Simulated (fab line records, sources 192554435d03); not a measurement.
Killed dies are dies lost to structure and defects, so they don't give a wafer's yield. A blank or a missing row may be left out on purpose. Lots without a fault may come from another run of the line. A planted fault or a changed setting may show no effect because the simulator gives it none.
fab line records | flow n5_finfet
record lots=7 wafers=39
route steps=1938 shown WELL_APT@24 FIN_SAQP@96 HKMG_FIN@444 GATE_CUT@466
start_h: hours from the record's first day to the start of the lot's first wafer shown | wait_h: hours since the lot's step before | " the same as in the row above | L1.1+2: a row that stands for several wafers | - no value, or no start given | * or withheld: withheld | < > ~ a bound
route shown NAME@n: a module of which the file shows steps, and the number in the route of the first | usual: mean/standard deviation of fault-free wafers | same: alike in all rows | chamber/n: place in a boat | sites: the reading at each site | _std_site: their standard deviation | _edge_site: outer sites' mean less inner sites' | radius_mm: how far each site lies from the wafer's centre | mask NAME#n: copy n | behind: the tool/chamber that last shaped the wafer | hold: why the lot was held/for how many hours/how that ended | device: the transistor (n, p or np) that didn't switch | end of line: the same wafers' tests at the end of the route | a step without rows: its recipe alone | killed: dies lost to structure and defects at the first sort, not the wafer's yield | map: a wafer's dies, x killed, . not, _ none there
set.NAME: the setting as run; set.NAME@STEP: as run at that earlier step | model.NAME: the simulator's own value behind a step, which no gauge read
lots whose settings were changed on purpose; a table a step, a row a wafer
## steps
# step N5_WELL_APT_EXPOSE_05
# recipe mask_id=NWELL na=0.8 source_shape=conventional sigma_outer=0.8 polarization=unpolarized defocus_nm=0 target_cd_nm=200 dose_mj=20.3
# columns lot.wafer tool chamber start_h wait_h mask set.dose_mj
L077.1+2+3+4+5+6 krf_scanner-02 0 31.57 - NWELL#0 20.3
L080.1+2+3+4+5+6 krf_scanner-02 0 49.51 - NWELL#0 20.3
L087.1+2+5 krf_scanner-01 0 91.51 - NWELL#0 20.3
L087.3+4+6 " 0 " " NWELL#0 19.45
L089.1+3+4 krf_scanner-02 0 103.40 - NWELL#0 20.3
L092.1+3+6 krf_scanner-02 0 121.73 - NWELL#0 18.92
L092.2+4+5 " 0 " " NWELL#0 20.3
L094.1+3+5 krf_scanner-01 0 133.67 - NWELL#0 20.71
L094.2+4+6 " 0 " " NWELL#0 20.3
L096.1+4+6 krf_scanner-02 0 145.41 - NWELL#0 21.14
L096.2+3+5 " 0 " " NWELL#0 20.3
# step N5_WELL_APT_PEB_06
# recipe peb_temp_c=130 peb_time_s=90
# step N5_WELL_APT_DEVELOP_07
# recipe develop_time_s=45 rinse_liquid=surfactant_rinse dry=air_spin dev_temp_c=21
# step N5_WELL_APT_HARDBAKE_12
# recipe temp_c=130 time_s=120
# step N5_WELL_APT_CD_MEAS_08
# recipe target_cd_nm=200 landing_energy_ev=500 detector=se_inlens
# usual cd_nm=200.2/2
# columns lot.wafer tool chamber start_h wait_h set.dose_mj@WELL_APT_EXPOSE_05 cd_nm
L077.1 cd_sem-03 0 31.74 - 20.3 203.0
L077.2 " 0 " " 20.3 203.0
L077.3 " 0 " " 20.3 200.1
L077.4 " 0 " " 20.3 199.8
L077.5 " 0 " " 20.3 199.6
L077.6 " 0 " " 20.3 199.5
L080.1 cd_sem-02 0 49.68 - 20.3 202.3
L080.2 " 0 " " 20.3 200.2
L080.3 " 0 " " 20.3 203.1
L080.4 " 0 " " 20.3 203.2
L080.5 " 0 " " 20.3 205.4
L080.6 " 0 " " 20.3 204.1
L087.1 cd_sem-03 0 91.69 - 20.3 200.2
L087.2 " 0 " " 20.3 202.5
L087.3 " 0 " " 19.45 198.8
L087.4 " 0 " " 19.45 196.2
L087.5 " 0 " " 20.3 201.0
L087.6 " 0 " " 19.45 194.5
L089.1 cd_sem-02 0 103.57 - 20.3 199.2
L089.3 " 0 " " 20.3 197.6
L089.4 " 0 " " 20.3 200.7
L092.1 cd_sem-02 0 121.90 - 18.92 186.6
L092.2 " 0 " " 20.3 198.7
L092.3 " 0 " " 18.92 187.9
L092.4 " 0 " " 20.3 197.9
L092.5 " 0 " " 20.3 197.1
L092.6 " 0 " " 18.92 187.5
L094.1 cd_sem-02 0 133.85 - 20.71 204.3
L094.2 " 0 " " 20.3 206.4
L094.3 " 0 " " 20.71 206.0
L094.4 " 0 " " 20.3 200.1
L094.5 " 0 " " 20.71 203.6
L094.6 " 0 " " 20.3 201.0
L096.1 cd_sem-03 0 145.58 - 21.14 207.0
L096.2 " 0 " " 20.3 201.0
L096.3 " 0 " " 20.3 201.1
L096.4 " 0 " " 21.14 205.9
L096.5 " 0 " " 20.3 201.2
L096.6 " 0 " " 21.14 207.2
# step N5_WELL_APT_DESCUM_13
# recipe chemistry=O2 time_s=7.9 source_power_w=50 bias_power_w=20 pressure_mtorr=20 rf_frequency_hz=2.712e+07 temp_c=40 o2_flow_sccm=225
# columns lot.wafer tool chamber start_h wait_h set.dose_mj@WELL_APT_EXPOSE_05 model.WELL_APT.cd_nm
L077.1 rie_diel-01 1 31.83 0.0 20.3 202.9
L077.2 " 2 " " 20.3 203.4
L077.3+4 " 3,0 " " 20.3 200
L077.5 " 2 " " 20.3 200.1
L077.6 " 3 " " 20.3 199.3
L080.1 rie_diel-03 2 50.41 0.7 20.3 202.5
L080.2 " 3 " " 20.3 200.1
L080.3 " 0 " " 20.3 202.6
L080.4 " 1 " " 20.3 203.4
L080.5 " 3 " " 20.3 205.7
L080.6 " 2 " " 20.3 -
L087.1 rie_diel-03 1 91.77 0.0 20.3 200.4
L087.2 " 3 " " 20.3 202.7
L087.3 " 2 " " 19.45 198.9
L087.4 " 0 " " 19.45 196.3
L087.5 " 3 " " 20.3 201.1
L087.6 " 0 " " 19.45 194.1
L089.1 rie_diel-03 3 103.72 0.1 20.3 199.3
L089.3 " 1 " " 20.3 197.6
L089.4 " 1 " " 20.3 200.2
L092.1 rie_diel-04 0 122.22 0.3 18.92 186.6
L092.2 " 3 " " 20.3 199
L092.3 " 2 " " 18.92 187.7
L092.4 " 1 " " 20.3 197.6
L092.5 " 1 " " 20.3 196.6
L092.6 " 0 " " 18.92 187.3
L094.1 rie_diel-04 3 134.01 0.1 20.71 204.3
L094.2 " 2 " " 20.3 206.5
L094.3 " 0 " " 20.71 205.7
L094.4 " 1 " " 20.3 200.5
L094.5 " 1 " " 20.71 203.9
L094.6 " 2 " " 20.3 201.3
L096.1 rie_diel-04 0 145.67 0.0 21.14 206.8
L096.2+3 " 2,3 " " 20.3 201.1
L096.4 " 1 " " 21.14 206.2
L096.5 " 2 " " 20.3 201.5
L096.6 " 3 " " 21.14 207.1
# step N5_WELL_APT_IMPLANT_32
# recipe species=BF2 energy_kev=50 dose_cm2=2e+13 tilt_deg=0 rotation_deg=0
# columns lot.wafer tool chamber start_h wait_h set.energy_kev model.implant.rp_nm model.implant.drp_nm
L077.1+3+5 implanter-01 0 33.53 0.1 50 37.13 18.55
L077.2+4+6 " 0 " " 47.23 35.1 17.81
L080.1+3+5 implanter-02 0 51.81 0.1 50 37.61 18.55
L080.2+4+6 " 0 " " 46.89 35.29 17.72
L087.1+2+3+4+5+6 implanter-02 0 93.24 0.1 50 36.9 18.55
L089.1+3+4 implanter-01 0 105.12 0.1 50 37.65 18.55
L092.1+2+5 implanter-01 0 123.62 0.1 50 37.32 18.55
L092.3+4+6 " 0 " " 47 35.1 17.75
L094.1+3+6 implanter-01 0 135.41 0.1 54.65 40.09 19.79
L094.2+4+5 " 0 " " 50 36.71 18.55
L096.1+2+4 implanter-02 0 147.20 0.1 50 37.48 18.55
L096.3+5+6 " 0 " " 45.91 34.45 17.46
# step N5_FIN_SAQP_HM_DEP_03
# recipe material=SiNx target_thk_a=380 temp_c=400 precursor=SiH4/NH3/N2 pressure_torr=1.5 rf_w=300 time_s=33.6
# columns lot.wafer tool chamber start_h wait_h set.time_s model.SiNx_of_FIN_SAQP_HM_DEP_03.thk_nm
L077.1+3 pecvd-02 0,1 39.03 0.2 35.63 40.39
L077.2 " 2 " " 35.63 39.87
L077.4 " 0 " " 33.6 38.5
L077.5 " 2 " " 33.6 38.03
L077.6 " 1 " " 33.6 38.71
L080.1 pecvd-03 0 57.70 0.2 28.96 31.65
L080.2 " 1 " " 28.96 31.42
L080.3+5 " 2,0 " " 33.6 37.25
L080.4 " 1 " " 33.6 36.67
L080.6 " 2 " " 28.96 32.51
L087.1 pecvd-03 0 100.08 0.2 33.6 37.46
L087.2 " 1 " " 35.86 39.54
L087.3 " 2 " " 35.86 41.09
L087.4 " 2 " " 35.86 40.94
L087.5 " 1 " " 33.6 37.96
L087.6 " 0 " " 33.6 38.16
L089.1 pecvd-01 0 110.30 0.2 33.6 38.33
L089.3 " 1 " " 33.6 38.31
L089.4 " 0 " " 33.6 38.26
L092.1 pecvd-01 2 128.71 0.2 33.6 37.57
L092.2 " 0 " " 33.6 37.32
L092.3 " 1 " " 33.6 37.46
L092.4 " 2 " " 33.6 38.56
L092.5 " 0 " " 33.6 38.06
L092.6 " 1 " " 33.6 38.55
L094.1 pecvd-01 2 140.69 0.2 33.6 37.84
L094.2 " 0 " " 33.6 37.36
L094.3 " 1 " " 37.97 42.15
L094.4 " 1 " " 37.97 42.69
L094.5 " 2 " " 33.6 38.23
L094.6 " 0 " " 37.97 43.1
L096.1 pecvd-01 1 152.73 0.2 33.6 37.47
L096.2 " 0 " " 30.31 33.58
L096.3 " 2 " " 30.31 33.71
L096.4 " 2 " " 33.6 38.47
L096.5 " 0 " " 33.6 38.09
L096.6 " 1 " " 30.31 34.01
# step N5_FIN_SAQP_THK_MEAS_05
# usual thk_nm=38.0/0.53
# columns lot.wafer tool chamber start_h wait_h set.time_s@FIN_SAQP_HM_DEP_03 thk_nm
L077.1 film_metro-02 - 39.12 0.1 35.63 40.4
L077.2 " - " " 35.63 39.9
L077.3 " - " " 35.63 40.4
L077.4 " - " " 33.6 38.5
L077.5 " - " " 33.6 38.0
L077.6 " - " " 33.6 38.7
L080.1 film_metro-01 - 57.79 0.1 28.96 31.6
L080.2 " - " " 28.96 31.4
L080.3 " - " " 33.6 37.3
L080.4 " - " " 33.6 36.7
L080.5 " - " " 33.6 37.2
L080.6 " - " " 28.96 32.5
L087.1 film_metro-02 - 100.17 0.1 33.6 37.5
L087.2 " - " " 35.86 39.5
L087.3 " - " " 35.86 41.1
L087.4 " - " " 35.86 41.0
L087.5 " - " " 33.6 38.0
L087.6 " - " " 33.6 38.2
L089.1 film_metro-02 - 110.38 0.1 33.6 38.3
L089.3 " - " " 33.6 38.3
L089.4 " - " " 33.6 38.2
L092.1 film_metro-01 - 128.80 0.1 33.6 37.6
L092.2 " - " " 33.6 37.3
L092.3 " - " " 33.6 37.5
L092.4 " - " " 33.6 38.6
L092.5 " - " " 33.6 38.1
L092.6 " - " " 33.6 38.5
L094.1 film_metro-02 - 140.77 0.1 33.6 37.9
L094.2 " - " " 33.6 37.3
L094.3 " - " " 37.97 42.2
L094.4 " - " " 37.97 42.7
L094.5 " - " " 33.6 38.2
L094.6 " - " " 37.97 43.1
L096.1 film_metro-01 - 152.82 0.1 33.6 37.5
L096.2 " - " " 30.31 33.6
L096.3 " - " " 30.31 33.7
L096.4 " - " " 33.6 38.5
L096.5 " - " " 33.6 38.1
L096.6 " - " " 30.31 33.9
# step N5_FIN_SAQP_PECVD_47
# recipe material=a-Si target_thk_a=450 temp_c=400 precursor=SiH4/He pressure_torr=3 rf_w=100 time_s=36.3
# step N5_FIN_SAQP_PECVD_48
# recipe material=SiNx target_thk_a=250 temp_c=400 precursor=SiH4/NH3/N2 pressure_torr=1.5 rf_w=300 time_s=22.1
# step N5_FIN_SAQP_MANDREL2_REMOVE_60
# recipe chemistry=HBr/Cl2/O2 bt_time_s=10 target=a-Si stop_on=SiNx endpoint=OES-SiCl over_etch_frac=1 icp_w=600 bias_w=22 HBr_flow_sccm=150 Cl2_flow_sccm=80 O2_flow_sccm=5 pressure_mtorr=10
# step N5_FIN_SAQP_HM_OPEN_33
# recipe chemistry=CH3F/O2 target=SiNx mask_material=SiO2 target_depth_a=494 time_s=70.6 pressure_mtorr=30 source_w=395 bias_w=73 Ar_flow_sccm=150 CH3F_flow_sccm=30 O2_flow_sccm=20 ion_energy_ev=120 ends=cleared
# usual etch_rf_on_time_s=69.5/1.9
# columns lot.wafer tool chamber start_h wait_h set.time_s@FIN_SAQP_HM_DEP_03 etch_rf_on_time_s model.etch.depth_nm
L077.1 rie_diel-01 0 44.30 0.0 35.63 76.6 39.55
L077.2 " 3 " " 35.63 73.4 39.24
L077.3 " 1 " " 35.63 74.8 39.76
L077.4 " 2 " " 33.6 71.1 37.87
L077.5 " 1 " " 33.6 70.8 37.4
L077.6 " 2 " " 33.6 71.7 37.87
L080.1 rie_diel-03 2 63.23 0.1 28.96 56.3 30.81
L080.2 " 0 " " 28.96 59.3 30.79
L080.3 " 1 " " 33.6 67.6 36.62
L080.4 " 3 " " 33.6 64.5 36.04
L080.5 " 2 " " 33.6 66.8 36.62
L080.6 " 1 " " 28.96 58.4 31.89
L087.1 rie_diel-03 3 104.78 0.0 33.6 66.4 36.75
L087.2 " 1 " " 35.86 72.1 38.7
L087.3 " 0 " " 35.86 78.9 40.46
L087.4 " 1 " " 35.86 75.2 40.31
L087.5 " 3 " " 33.6 67.5 37.13
L087.6 " 0 " " 33.6 72.8 37.44
L089.1 rie_diel-04 0 114.79 0.0 33.6 71.1 37.5
L089.3 " 3 " " 33.6 69.5 37.68
L089.4 " 2 " " 33.6 71.0 37.63
L092.1 rie_diel-01 3 133.97 0.1 33.6 67.6 36.73
L092.2 " 1 " " 33.6 69.8 36.69
L092.3 " 2 " " 33.6 70.8 36.83
L092.4 " 3 " " 33.6 69.9 37.93
L092.5 " 1 " " 33.6 70.9 37.22
L092.6 " 2 " " 33.6 72.8 37.92
L094.1 rie_diel-03 2 145.48 0.0 33.6 66.7 37.21
L094.2 " 3 " " 33.6 66.6 36.73
L094.3 " 1 " " 37.97 76.7 41.31
L094.4 " 2 " " 37.97 76.0 42.06
L094.5 " 1 " " 33.6 70.2 37.61
L094.6 " 3 " " 37.97 77.2 42.26
L096.1 rie_diel-03 1 157.98 0.0 33.6 67.7 36.63
L096.2 " 3 " " 30.31 59.3 32.95
L096.3 " 0 " " 30.31 60.0 33.09
L096.4 " 2 " " 33.6 67.9 37.85
L096.5 " 0 " " 33.6 67.2 37.25
L096.6 " 1 " " 30.31 62.3 33.38
# step N5_FIN_SAQP_ETCH_34
# recipe chemistry=C4F6/O2 target=SiO2 target_depth_a=450 time_s=15 ion_energy_ev=250 pressure_mtorr=30 source_w=345 bias_w=185 Ar_flow_sccm=300 C4F6_flow_sccm=10 O2_flow_sccm=10 ends=cleared
# step N5_FIN_SAQP_STRIP_77
# recipe chemistry=N2/H2 time_s=90 power_w=100 temp_c=40 pressure_mtorr=100 rf_frequency_hz=6e+07 bias_power_w=3 n2_flow_sccm=300 h2_flow_sccm=300
# step N5_FIN_SAQP_ETCH_64
# recipe chemistry=CF4 target=SiO2 target_depth_a=15 ion_energy_ev=350 pressure_mtorr=10 icp_w=800 bias_w=400 cf4_flow_sccm=80
# step N5_FIN_SAQP_FIN_ETCH_36
# recipe chemistry=HBr/Cl2/O2 target_depth_a=1200 mask_material=SiNx time_s=50.4 bias_w=102 pressure_mtorr=10 icp_w=800 HBr_flow_sccm=150 Cl2_flow_sccm=80 O2_flow_sccm=12
# columns lot.wafer tool chamber start_h wait_h set.time_s@FIN_SAQP_HM_DEP_03 model.SiNx_of_FIN_SAQP_HM_DEP_03.thk_nm
L077.1 rie_si-02 1 44.59 0.0 35.63 23.2
L077.2 " 0 " " 35.63 23.4
L077.3 " 3 " " 35.63 23.6
L077.4 " 2 " " 33.6 21.8
L077.5 " 3 " " 33.6 21.2
L077.6 " 2 " " 33.6 22
L080.1+2 rie_si-06 1,0 63.52 0.0 28.96 14.4
L080.3+5 " 2,3 " " 33.6 20
L080.4 " 3 " " 33.6 19.4
L080.6 " 2 " " 28.96 15.4
L087.1 rie_si-02 1 105.07 0.0 33.6 20.4
L087.2 " 2 " " 35.86 22.6
L087.3 " 3 " " 35.86 24.4
L087.4 " 3 " " 35.86 24.2
L087.5 " 1 " " 33.6 20.6
L087.6 " 2 " " 33.6 21.4
L089.1+3 rie_si-06 3,2 115.07 0.0 33.6 21
L089.4 " 1 " " 33.6 21.2
L092.1 rie_si-02 0 134.26 0.0 33.6 20.8
L092.2+3 " 2,3 " " 33.6 20.6
L092.4 " 1 " " 33.6 21.6
L092.5 " 3 " " 33.6 21
L092.6 " 0 " " 33.6 22
L094.1 rie_si-02 3 145.77 0.0 33.6 21
L094.2 " 2 " " 33.6 20.8
L094.3 " 1 " " 37.97 25
L094.4 " 0 " " 37.97 26
L094.5 " 2 " " 33.6 21.6
L094.6 " 1 " " 37.97 25.8
L096.1 rie_si-02 1 158.26 0.0 33.6 20.2
L096.2 " 0 " " 30.31 16.8
L096.3 " 2 " " 30.31 17.2
L096.4 " 3 " " 33.6 21.6
L096.5 " 1 " " 33.6 20.8
L096.6 " 2 " " 30.31 17.4
# step N5_HKMG_FIN_ETCH_86
# recipe chemistry=N2/H2 target=SOC target_depth_a=3932 stop_on=TiN ion_energy_ev=100 bias_w=61 pressure_mtorr=30 source_w=850 n2_flow_sccm=200 h2_flow_sccm=200
# columns lot.wafer tool chamber start_h wait_h set.target_depth_a model.SOC_of_HKMG_FIN_COAT_85.thk_nm
L077.1+3+4 rie_diel-03 2,1,3 95.88 - 4382 8.6
L077.2 " 0 " " 3932 22.6
L077.5 " 2 " " 3932 21.6
L077.6 " 3 " " 3932 14
L080.1 rie_diel-03 0 112.71 - 3932 23.2
L080.2 " 1 " " 3932 20.6
L080.3+5+6 " 3,0,3 " " 4199 8.6
L080.4 " 1 " " 3932 20.4
L087.1 rie_diel-04 2 154.46 - 3488 53
L087.2 " 1 " " 3488 51.6
L087.3 " 3 " " 3932 20.2
L087.4 " 0 " " 3932 20
L087.5 " 3 " " 3488 51.8
L087.6 " 2 " " 3932 21.4
L089.1 rie_diel-04 3 167.72 - 3932 20.4
L089.3 " 2 " " 3932 21.6
L089.4 " 1 " " 3932 20.2
L092.1 rie_diel-04 2 182.90 - 3932 21.6
L092.2 " 1 " " 4133 8.4
L092.3 " 0 " " 3932 20
L092.4 " 3 " " 3932 20.6
L092.5+6 " 3,2 " " 4133 8.6
L094.1+2 rie_diel-04 0,1 200.56 - 4143 8.4
L094.3 " 3 " " 3932 21
L094.4 " 2 " " 3932 13.6
L094.5 " 3 " " 3932 20.8
L094.6 " 2 " " 4143 8.6
L096.1+4 rie_diel-01 0 209.96 - 4093 11.2
L096.2 " 3 " " 3932 15.4
L096.3 " 1 " " 4093 8.8
L096.5 " 3 " " 3932 15.2
L096.6 " 1 " " 3932 20.4
# step N5_GATE_CUT_ETCH_56
# recipe chemistry=Cl2/Ar target=TiN target_depth_a=216 pressure_mtorr=10 icp_w=600 bias_w=60 Cl2_flow_sccm=40 Ar_flow_sccm=60
# columns lot.wafer tool chamber start_h wait_h set.icp_w model.etch.depth_nm
L077.1 rie_metal-03 1 99.10 0.1 651.5 23.82
L077.2 " 0 " " 600 21.77
L077.3 " 0 " " 651.5 23.34
L077.4 " 1 " " 600 21.94
L077.5 " 1 " " 651.5 23.62
L077.6 " 0 " " 600 21.57
L080.1 rie_metal-03 1 116.05 0.2 600 22.14
L080.2 " 1 " " 526.4 19.91
L080.3 " 1 " " 600 22.26
L080.4 " 1 " " 526.4 19.89
L080.5 " 1 " " 600 22.2
L080.6 " 1 " " 526.4 19.92
L087.1 rie_metal-01 0 158.32 0.1 600 21.16
L087.2 " 1 " " 702 24.51
L087.3 " 0 " " 702 24.2
L087.4 " 1 " " 600 21.43
L087.5 " 1 " " 702 24.41
L087.6 " 0 " " 600 21.41
L089.1 rie_metal-01 1 170.97 0.1 600 21.3
L089.3 " 1 " " 600 21.36
L089.4 " 0 " " 600 20.99
L092.1 rie_metal-02 0 186.11 0.1 499.4 18.59
L092.2 " 1 " " 600 22.01
L092.3 " 0 " " 600 21.67
L092.4 " 1 " " 499.4 18.75
L092.5 " 0 " " 499.4 18.53
L092.6 " 1 " " 600 22.2
L094.1 rie_metal-03 0 203.79 0.1 600 21.98
L094.2 " 1 " " 600 22.2
L094.3 " 1 " " 600 22.31
L094.4 " 0 " " 600 21.75
L094.5 " 0 " " 600 22.09
L094.6 " 1 " " 600 22.12
L096.1 rie_metal-02 1 213.39 0.1 600 21.98
L096.2 " 0 " " 653.2 23.18
L096.3 " 0 " " 600 21.61
L096.4 " 1 " " 653.2 23.58
L096.5 " 0 " " 600 21.62
L096.6 " 1 " " 653.2 23.52
# step N5_GATE_CUT_ETCH_58
# recipe chemistry=CH3F/O2 target=SiNx target_depth_a=170 time_s=128.6 ion_energy_ev=50 pressure_mtorr=30 source_w=415 bias_w=21 Ar_flow_sccm=150 CH3F_flow_sccm=30 O2_flow_sccm=20
# columns lot.wafer tool chamber start_h wait_h set.time_s model.etch.depth_nm model.SiNx_of_SDB_ALD_29.thk_nm
L077.1 rie_diel-05 2 99.27 0.0 128.6 16.92 24.4
L077.2 " 1 " " 128.6 16.4 24.4
L077.3 " 0 " " 128.6 17.23 24.2
L077.4 " 3 " " 128.6 16.94 24.6
L077.5 " 2 " " 128.6 16.73 24.4
L077.6 " 1 " " 128.6 16.4 24.6
L080.1 rie_diel-06 0 116.37 0.1 128.6 17.45 24.8
L080.2 " 2 " " 128.6 17.03 24.6
L080.3 " 3 " " 108.4 14.66 24.8
L080.4 " 1 " " 108.4 13.98 25.2
L080.5 " 2 " " 108.4 14.32 25
L080.6 " 3 " " 128.6 17.28 24.6
L087.1 rie_diel-05 2 158.49 0.0 128.6 16.87 24.6
L087.2 " 0 " " 128.6 17.3 24.6
L087.3 " 1 " " 100.4 12.82 25.2
L087.4 " 3 " " 128.6 16.9 24.6
L087.5 " 3 " " 100.4 13.19 25.2
L087.6 " 0 " " 100.4 13.42 25
L089.1 rie_diel-06 0 171.14 0.0 128.6 17.28 24.6
L089.3 " 3 " " 128.6 17.34 24.6
L089.4 " 2 " " 128.6 17.01 24.6
L092.1 rie_diel-06 0 186.28 0.0 128.6 17.14 24.8
L092.2 " 2 " " 150.9 19.91 24.4
L092.3 " 3 " " 150.9 20.37 24
L092.4 " 1 " " 128.6 16.6 24.6
L092.5 " 0 " " 150.9 20.14 24
L092.6 " 3 " " 128.6 17.43 24.4
L094.1 rie_diel-05 2 204.17 0.3 128.6 16.81 24.6
L094.2 " 3 " " 98.41 12.85 25.2
L094.3 " 0 " " 98.41 13.12 25.2
L094.4 " 1 " " 128.6 16.28 24.6
L094.5 " 3 " " 98.41 12.93 25.2
L094.6 " 0 " " 128.6 17.09 24.4
L096.1 rie_diel-06 2 213.75 0.2 110.1 14.67 24.8
L096.2 " 0 " " 128.6 17.42 24.4
L096.3 " 1 " " 128.6 16.94 24.6
L096.4 " 3 " " 110.1 15.11 24.8
L096.5 " 2 " " 110.1 14.69 24.8
L096.6 " 1 " " 128.6 16.89 24.6
## key
split step=N5_WELL_APT_EXPOSE_05 setting=dose_mj stated=20.3 by=wafer
response step=N5_WELL_APT_CD_MEAS_08 reading=cd_nm change=+1.4 per=1% r=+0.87
response step=N5_WELL_APT_DESCUM_13 reading=model.WELL_APT.cd_nm change=+1.4 per=1% r=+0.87
split step=N5_WELL_APT_IMPLANT_32 setting=energy_kev stated=50 by=wafer
response step=N5_WELL_APT_IMPLANT_32 reading=model.implant.rp_nm change=+0.368 per=1% r=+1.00
response step=N5_WELL_APT_IMPLANT_32 reading=model.implant.drp_nm change=+0.133 per=1% r=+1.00
split step=N5_FIN_SAQP_HM_DEP_03 setting=time_s stated=33.6 by=wafer
response step=N5_FIN_SAQP_HM_DEP_03 reading=model.SiNx_of_FIN_SAQP_HM_DEP_03.thk_nm change=+0.381 per=1% r=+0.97
response step=N5_FIN_SAQP_THK_MEAS_05 reading=thk_nm change=* per=1% r=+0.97
response step=N5_FIN_SAQP_HM_OPEN_33 reading=etch_rf_on_time_s change=* per=1% r=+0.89
response step=N5_FIN_SAQP_HM_OPEN_33 reading=model.etch.depth_nm change=+0.378 per=1% r=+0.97
response step=N5_FIN_SAQP_FIN_ETCH_36 reading=model.SiNx_of_FIN_SAQP_HM_DEP_03.thk_nm change=+0.362 per=1% r=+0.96
split step=N5_HKMG_FIN_ETCH_86 setting=target_depth_a stated=3932 by=wafer
response step=N5_HKMG_FIN_ETCH_86 reading=model.SOC_of_HKMG_FIN_COAT_85.thk_nm change=-1.89 per=1% r=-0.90
split step=N5_GATE_CUT_ETCH_56 setting=icp_w stated=600 by=wafer
response step=N5_GATE_CUT_ETCH_56 reading=model.etch.depth_nm change=+0.191 per=1% r=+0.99
split step=N5_GATE_CUT_ETCH_58 setting=time_s stated=128.6 by=wafer
response step=N5_GATE_CUT_ETCH_58 reading=model.etch.depth_nm change=+0.171 per=1% r=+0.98
response step=N5_GATE_CUT_ETCH_58 reading=model.SiNx_of_SDB_ALD_29.thk_nm change=-0.0249 per=1% r=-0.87
